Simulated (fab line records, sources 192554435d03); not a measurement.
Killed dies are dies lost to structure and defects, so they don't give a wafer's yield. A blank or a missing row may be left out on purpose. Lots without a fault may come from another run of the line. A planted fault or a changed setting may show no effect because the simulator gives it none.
Split-lot experiment | flow n5_finfet | 7 lots, 21 wafers read, on a route of 1938 steps

THE SPLIT
At N5_MOL_CONTACT_COAG_CONTACT_ETCH_14 (etches SiO2 in C4F6/O2, target depth 27.5 nm, overetch 8.5 nm, time 20 s), the setting source_w was moved away from the recipe's 370 W on 4 of the 21 wafers read, by -17.5% to -9.8%. The other wafers ran this setting at the recipe's value.

The reading is taken at the split's own step.

THE READING
rf_vpp_V, in V, at N5_MOL_CONTACT_COAG_CONTACT_ETCH_14 (etches SiO2 in C4F6/O2, target depth 27.5 nm, overetch 8.5 nm, time 20 s). Fault-free wafers of this fab line usually give 694.1 V, standard deviation 2.4 V.

wafer  | tool, chamber at the split | source_w as run, W | against the recipe | rf_vpp_V, V | against lot-mates on the recipe
L074.3 | rie_diel-02, 0             | 333.9              | -9.8%              | 717.3       | +25.1
L074.4 | rie_diel-02, 2             | 370                | recipe             | 692.2       | -
L074.6 | rie_diel-02, 1             | 333.9              | -9.8%              | 713.9       | +21.7
L075.2 | rie_diel-02, 2             | 306                | -17.3%             | 732.9       | +37.4
L075.3 | rie_diel-02, 0             | 370                | recipe             | 699.5       | -
L075.5 | rie_diel-02, 3             | 370                | recipe             | 691.6       | -
L086.2 | rie_diel-06, 3             | 370                | recipe             | 694.1       | -
L086.5 | rie_diel-06, 3             | 370                | recipe             | 693.9       | -
L086.6 | rie_diel-06, 2             | 370                | recipe             | 693.3       | -
L088.1 | rie_diel-05, 2             | 370                | recipe             | 696.3       | -
L088.3 | rie_diel-05, 0             | 370                | recipe             | 694.2       | -
L088.5 | rie_diel-05, 3             | 370                | recipe             | 698.6       | -
L089.1 | rie_diel-06, 2             | 370                | recipe             | 692.5       | -
L089.3 | rie_diel-06, 3             | 370                | recipe             | 693.3       | -
L089.4 | rie_diel-06, 1             | 370                | recipe             | 696.2       | -
L092.1 | rie_diel-02, 1             | 370                | recipe             | 692.5       | -
L092.4 | rie_diel-02, 2             | 370                | recipe             | 691.6       | -
L092.6 | rie_diel-02, 0             | 370                | recipe             | 697.7       | -
L097.1 | rie_diel-02, 3             | 370                | recipe             | 693.5       | -
L097.3 | rie_diel-02, 1             | 370                | recipe             | 691.4       | -
L097.4 | rie_diel-02, 2             | 305.1              | -17.5%             | 732.3       | +39.8

THE FIT
A straight line over all 21 wafers: rf_vpp_V changes by -2.2 V for each +1% of source_w; r = -0.98; the points scatter about the line by 2.4 V.
The same after taking each lot's own level away (the mean of its wafers on the recipe; 21 wafers): -2.26 V for each +1%; r = -0.99; scatter 2.1 V.
On that fit, the largest move of source_w shifts the reading by 40 V.
The lots' own levels span 692.20 to 696.37 V, that is 1.7 times the standard deviation above.
So the lot-to-lot level changes the slope little: the two slopes agree.
Check: with one of the wafers moved furthest among these (-17.5%) left out of the fit, the line predicts +39.5 V for it against its lot-mates. It came out at +39.8 V against them.
Tool readings at the split's step, against how far the setting was moved: rf_vpp_V r = -0.98.

OTHER SPLITS ON THESE WAFERS
These wafers also went through other splits before the reading. Each is held against what the fit with the lots' levels taken away leaves over:
other split on the same wafers | wafers away from the commonest value | r with rf_vpp_V (lot level and that fit taken away)
N5_GATE_CUT_COAT_27 spin_rpm   | 8                                    | -0.02

THE FILE'S OWN FIT
rf_vpp_V changes by -2.24 V for each +1% of source_w, r = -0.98.
